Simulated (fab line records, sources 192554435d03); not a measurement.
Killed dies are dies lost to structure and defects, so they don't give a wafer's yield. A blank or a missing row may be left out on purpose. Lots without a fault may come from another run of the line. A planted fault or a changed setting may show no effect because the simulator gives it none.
Which tool did it? | flow n5_finfet | 24 lots, 72 wafers sampled, at 4 steps of a route of 1938

WHAT THE GAUGES READ, wafer by wafer
N5_FIN_SAQP_OCD_MEAS_76. Usual: trench_depth_nm 120.0 nm, standard deviation 1.3.
lot  | measured    | on     | trench_depth_nm (nm) | flag
L074 | day 2 03:22 | ocd-02 | 117.6 118.0 119.0    |
L075 | day 2 10:46 | ocd-01 | 121.3 122.1 120.4    |
L076 | day 2 15:24 | ocd-01 | 120.4 119.7 119.4    |
L077 | day 2 20:11 | ocd-02 | 121.0 121.0 121.0    |
L078 | day 3 02:49 | ocd-01 | 119.9 119.8 119.6    |
L079 | day 3 08:23 | ocd-01 | 121.7 118.8 121.3    |
L080 | day 3 13:46 | ocd-02 | 117.9 119.7 117.2    |
L081 | day 3 21:25 | ocd-01 | 116.8 118.0 118.6    |
L082 | day 4 02:52 | ocd-01 | 119.1 120.9 122.0    |
L083 | day 4 10:14 | ocd-02 | 120.1 120.1 118.5    |
L084 | day 4 14:05 | ocd-02 | 120.4 119.5 118.4    |
L085 | day 4 20:35 | ocd-01 | 122.8 122.2 119.6    |
L086 | day 5 06:55 | ocd-01 | 119.3 120.7 119.6    |
L087 | day 5 09:14 | ocd-02 | 118.3 119.2 118.4    |
L088 | day 5 13:52 | ocd-02 | 119.6 119.8 119.2    |
L089 | day 5 20:21 | ocd-01 | 120.5 120.2 119.9    |
L090 | day 6 02:20 | ocd-02 | 120.1 118.8 120.7    |
L091 | day 6 08:02 | ocd-01 | 121.1 118.7 122.8    |
L092 | day 6 14:43 | ocd-01 | 118.4 120.2 118.8    |
L093 | day 6 22:20 | ocd-02 | 120.6 117.6 119.2    |
L094 | day 7 03:54 | ocd-01 | 120.4 119.9 118.1    |
L095 | day 7 11:27 | ocd-02 | 120.5 120.1 119.5    |
L096 | day 7 14:11 | ocd-01 | 123.1 120.9 121.1    |
L097 | day 7 21:07 | ocd-01 | 120.3 121.0 118.1    |

WHICH TOOL RAN EACH LOT (tool, then ch and the chambers of the sampled wafers, then the start)
lot  | N5_FIN_SAQP_DENSIFY_62          | N5_FIN_SAQP_HM_DEP_03          | N5_FIN_SAQP_PECVD_06
L074 | rtp_anneal-01 ch 0, day 1 21:59 | pecvd-03 ch 1,2, day 1 22:10   | pecvd-02 ch 0,2, day 1 22:26
L075 | rtp_anneal-02 ch 0, day 2 05:05 | pecvd-01 ch 0,1,2, day 2 05:17 | pecvd-02 ch 0,2, day 2 05:31
L076 | rtp_anneal-02 ch 0, day 2 09:34 | pecvd-01 ch 1,2, day 2 09:46   | pecvd-02 ch 1,2, day 2 10:01
L077 | rtp_anneal-01 ch 0, day 2 14:10 | pecvd-02 ch 0,1, day 2 14:23   | pecvd-03 ch 0,1,2, day 2 14:37
L078 | rtp_anneal-02 ch 0, day 2 20:21 | pecvd-02 ch 0, day 2 20:34     | pecvd-01 ch 1,2, day 2 20:48
L079 | rtp_anneal-02 ch 0, day 3 02:16 | pecvd-02 ch 1, day 3 02:29     | pecvd-01 ch 0,2, day 3 02:49
L080 | rtp_anneal-01 ch 0, day 3 08:38 | pecvd-02 ch 0,1, day 3 08:49   | pecvd-01 ch 0,2, day 3 09:06
L081 | rtp_anneal-02 ch 0, day 3 14:43 | pecvd-03 ch 0,1,2, day 3 14:56 | pecvd-01 ch 2, day 3 15:10
L082 | rtp_anneal-01 ch 0, day 3 20:13 | pecvd-03 ch 0,1,2, day 3 20:26 | pecvd-02 ch 0,1, day 3 20:39
L083 | rtp_anneal-02 ch 0, day 4 03:42 | pecvd-02 ch 0,2, day 4 03:55   | pecvd-03 ch 0,1, day 4 04:09
L084 | rtp_anneal-01 ch 0, day 4 08:26 | pecvd-02 ch 1,2, day 4 08:38   | pecvd-03 ch 0,2, day 4 08:53
L085 | rtp_anneal-01 ch 0, day 4 14:27 | pecvd-01 ch 0,2, day 4 14:38   | pecvd-03 ch 0,2, day 4 14:55
L086 | rtp_anneal-02 ch 0, day 4 20:46 | pecvd-03 ch 0,2, day 4 20:59   | pecvd-01 ch 0,1,2, day 4 21:13
L087 | rtp_anneal-01 ch 0, day 5 02:39 | pecvd-02 ch 0,1,2, day 5 02:50 | pecvd-03 ch 0,1, day 5 03:03
L088 | rtp_anneal-01 ch 0, day 5 08:29 | pecvd-01 ch 0,1,2, day 5 08:41 | pecvd-02 ch 0,1, day 5 08:53
L089 | rtp_anneal-01 ch 0, day 5 14:37 | pecvd-03 ch 0,1, day 5 14:47   | pecvd-01 ch 1,2, day 5 15:01
L090 | rtp_anneal-01 ch 0, day 5 20:43 | pecvd-03 ch 0,1,2, day 5 20:56 | pecvd-03 ch 0,1,2, day 5 21:08
L091 | rtp_anneal-01 ch 0, day 6 02:15 | pecvd-03 ch 1,2, day 6 02:28   | pecvd-01 ch 0,1, day 6 02:40
L092 | rtp_anneal-02 ch 0, day 6 08:52 | pecvd-02 ch 1,2, day 6 09:05   | pecvd-03 ch 1,2, day 6 09:17
L093 | rtp_anneal-01 ch 0, day 6 14:46 | pecvd-02 ch 0, day 6 14:59     | pecvd-01 ch 0,1, day 6 15:13
L094 | rtp_anneal-01 ch 0, day 6 21:59 | pecvd-02 ch 0,2, day 6 22:13   | pecvd-03 ch 0,2, day 6 22:26
L095 | rtp_anneal-02 ch 0, day 7 04:52 | pecvd-03 ch 0,2, day 7 05:05   | pecvd-01 ch 0,2, day 7 05:19
L096 | rtp_anneal-02 ch 0, day 7 08:50 | pecvd-03 ch 0,2, day 7 09:04   | pecvd-03 ch 0,2, day 7 09:20
L097 | rtp_anneal-01 ch 0, day 7 15:32 | pecvd-02 ch 0,2, day 7 15:41   | pecvd-03 ch 0,1,2, day 7 15:55
- N5_FIN_SAQP_DENSIFY_62: time 60 s.
- N5_FIN_SAQP_HM_DEP_03: deposits SiNx from SiH4/NH3/N2, target thk 38 nm, time 33.6 s.
- N5_FIN_SAQP_PECVD_06: deposits a-Si from SiH4/He, target thk 60 nm, time 48.1 s.

WHAT THE TOOLS THEMSELVES READ (means of the sampled wafers that have a number; where no wafer has one, the mark that the record gives instead)
N5_FIN_SAQP_DENSIFY_62. Usual: lamp_power_pct 9.85 %, standard deviation 0.05; lamp_zone_3_pct 9.844 %, standard deviation 0.01; lamp_zone_5_pct 9.845 %, standard deviation 0.0099; wafer_temp_C_max 703.3, standard deviation 0.64.
lot  | tool          | lamp_power_pct (%) | lamp_zone_3_pct (%) | lamp_zone_5_pct (%) | wafer_temp_C_max | flag
L074 | rtp_anneal-01 | 9.82               | 9.836               | 9.850               | 703.9            |
L075 | rtp_anneal-02 | 9.88               | 9.841               | 9.850               | 703.3            |
L076 | rtp_anneal-02 | 9.85               | 9.849               | 9.844               | 702.8            |
L077 | rtp_anneal-01 | 9.92               | 9.848               | 9.843               | 703.1            |
L078 | rtp_anneal-02 | 9.82               | 9.860               | 9.850               | 703.5            |
L079 | rtp_anneal-02 | 9.86               | 9.843               | 9.845               | 703.3            |
L080 | rtp_anneal-01 | 9.86               | 9.839               | 9.855               | 703.0            |
L081 | rtp_anneal-02 | 9.84               | 9.837               | 9.841               | 703.1            |
L082 | rtp_anneal-01 | 9.89               | 9.840               | 9.845               | 703.4            |
L083 | rtp_anneal-02 | 9.90               | 9.850               | 9.839               | 703.4            |
L084 | rtp_anneal-01 | 9.80               | 9.846               | 9.850               | 703.1            |
L085 | rtp_anneal-01 | 9.78               | 9.847               | 9.841               | 703.2            |
L086 | rtp_anneal-02 | 9.91               | 9.835               | 9.844               | 703.3            |
L087 | rtp_anneal-01 | 9.86               | 9.855               | 9.849               | 703.0            |
L088 | rtp_anneal-01 | 9.86               | 9.836               | 9.844               | 702.8            |
L089 | rtp_anneal-01 | 9.86               | 9.845               | 9.842               | 702.8            |
L090 | rtp_anneal-01 | 9.82               | 9.840               | 9.844               | 703.4            |
L091 | rtp_anneal-01 | 9.87               | 9.858               | 9.839               | 704.0            |
L092 | rtp_anneal-02 | 9.87               | 9.850               | 9.839               | 703.0            |
L093 | rtp_anneal-01 | 9.84               | 9.845               | 9.834               | 702.7            |
L094 | rtp_anneal-01 | 9.85               | 9.850               | 9.848               | 703.4            |
L095 | rtp_anneal-02 | 9.86               | 9.831               | 9.839               | 703.4            |
L096 | rtp_anneal-02 | 9.84               | 9.845               | 9.845               | 703.4            |
L097 | rtp_anneal-01 | 9.84               | 9.837               | 9.848               | 703.0            |

N5_FIN_SAQP_HM_DEP_03. Usual: heater_power_w 754 W, standard deviation 100; showerhead_plenum_p_Torr 5.13 Torr, standard deviation 0.093; throttle_valve_pct 39.6 %, standard deviation 1.5.
lot  | tool     | heater_power_w (W) | showerhead_plenum_p_Torr (Torr) | throttle_valve_pct (%) | flag
L074 | pecvd-03 | 836                | 5.05                            | 41.0                   |
L075 | pecvd-01 | 807                | 5.05                            | 40.0                   |
L076 | pecvd-01 | 757                | 5.02                            | 38.9                   |
L077 | pecvd-02 | 663                | 5.25                            | 38.7                   |
L078 | pecvd-02 | 572                | 5.30                            | 38.7                   |
L079 | pecvd-02 | 758                | 5.14                            | 39.5                   |
L080 | pecvd-02 | 672                | 5.20                            | 39.2                   |
L081 | pecvd-03 | 782                | 5.10                            | 40.8                   |
L082 | pecvd-03 | 826                | 5.08                            | 40.7                   |
L083 | pecvd-02 | 666                | 5.22                            | 37.9                   |
L084 | pecvd-02 | 649                | 5.12                            | 38.6                   |
L085 | pecvd-01 | 884                | 5.08                            | 40.0                   |
L086 | pecvd-03 | 838                | 5.10                            | 40.6                   |
L087 | pecvd-02 | 680                | 5.17                            | 38.3                   |
L088 | pecvd-01 | 790                | 5.04                            | 40.0                   |
L089 | pecvd-03 | 837                | 5.08                            | 40.9                   |
L090 | pecvd-03 | 829                | 5.08                            | 41.0                   |
L091 | pecvd-03 | 830                | 5.07                            | 40.9                   |
L092 | pecvd-02 | 738                | 5.10                            | 37.7                   |
L093 | pecvd-02 | 659                | 5.30                            | 38.8                   |
L094 | pecvd-02 | 634                | 5.23                            | 38.2                   |
L095 | pecvd-03 | 775                | 5.10                            | 40.8                   |
L096 | pecvd-03 | 827                | 5.10                            | 40.6                   |
L097 | pecvd-02 | 684                | 5.23                            | 38.2                   |

N5_FIN_SAQP_PECVD_06. Usual: heater_power_w 848 W, standard deviation 100; showerhead_plenum_p_Torr 5.64 Torr, standard deviation 0.054; throttle_valve_pct 18.5 %, standard deviation 0.82.
lot  | tool     | heater_power_w (W) | showerhead_plenum_p_Torr (Torr) | throttle_valve_pct (%) | flag
L074 | pecvd-02 | 688                | 5.73                            | 18.6                   |
L075 | pecvd-02 | 730                | 5.68                            | 19.7                   |
L076 | pecvd-02 | 831                | 5.64                            | 19.7                   |
L077 | pecvd-03 | 877                | 5.63                            | 18.7                   |
L078 | pecvd-01 | 932                | 5.59                            | 17.7                   |
L079 | pecvd-01 | 923                | 5.61                            | 18.2                   |
L080 | pecvd-01 | 916                | 5.62                            | 18.2                   |
L081 | pecvd-01 | 913                | 5.61                            | 17.6                   |
L082 | pecvd-02 | 686                | 5.71                            | 17.9                   |
L083 | pecvd-03 | 951                | 5.63                            | 18.6                   |
L084 | pecvd-03 | 822                | 5.67                            | 18.4                   |
L085 | pecvd-03 | 884                | 5.64                            | 18.4                   |
L086 | pecvd-01 | 830                | 5.61                            | 18.2                   |
L087 | pecvd-03 | 896                | 5.63                            | 18.7                   |
L088 | pecvd-02 | 710                | 5.76                            | 17.6                   |
L089 | pecvd-01 | 809                | 5.58                            | 17.9                   |
L090 | pecvd-03 | 910                | 5.63                            | 18.5                   |
L091 | pecvd-01 | 773                | 5.59                            | 18.4                   |
L092 | pecvd-03 | 917                | 5.60                            | 18.8                   |
L093 | pecvd-01 | 822                | 5.61                            | 18.8                   |
L094 | pecvd-03 | 931                | 5.66                            | 18.2                   |
L095 | pecvd-01 | 838                | 5.64                            | 18.6                   |
L096 | pecvd-03 | 881                | 5.66                            | 18.5                   |
L097 | pecvd-03 | 908                | 5.62                            | 18.5                   |

THE ANSWER, worked out from the rows above alone
Rule: a lot is off if the mean of its wafers that have a number lies more than 3 standard deviations from the usual mean. A lot without any number at a reading at which 4 lots or more have one is off too. The other lots that the step has rows for count as sound. The gauges are gone through in route order, then the tools' own readings, and for those a lot's mean is taken as printed above. The first step at which some lot is off is used, and at that step the reading that is off furthest; a lot without a number counts as furthest.
No lot is off at any reading shown: from this, nothing can be told.

WHAT THE SIMULATOR HAD PUT IN
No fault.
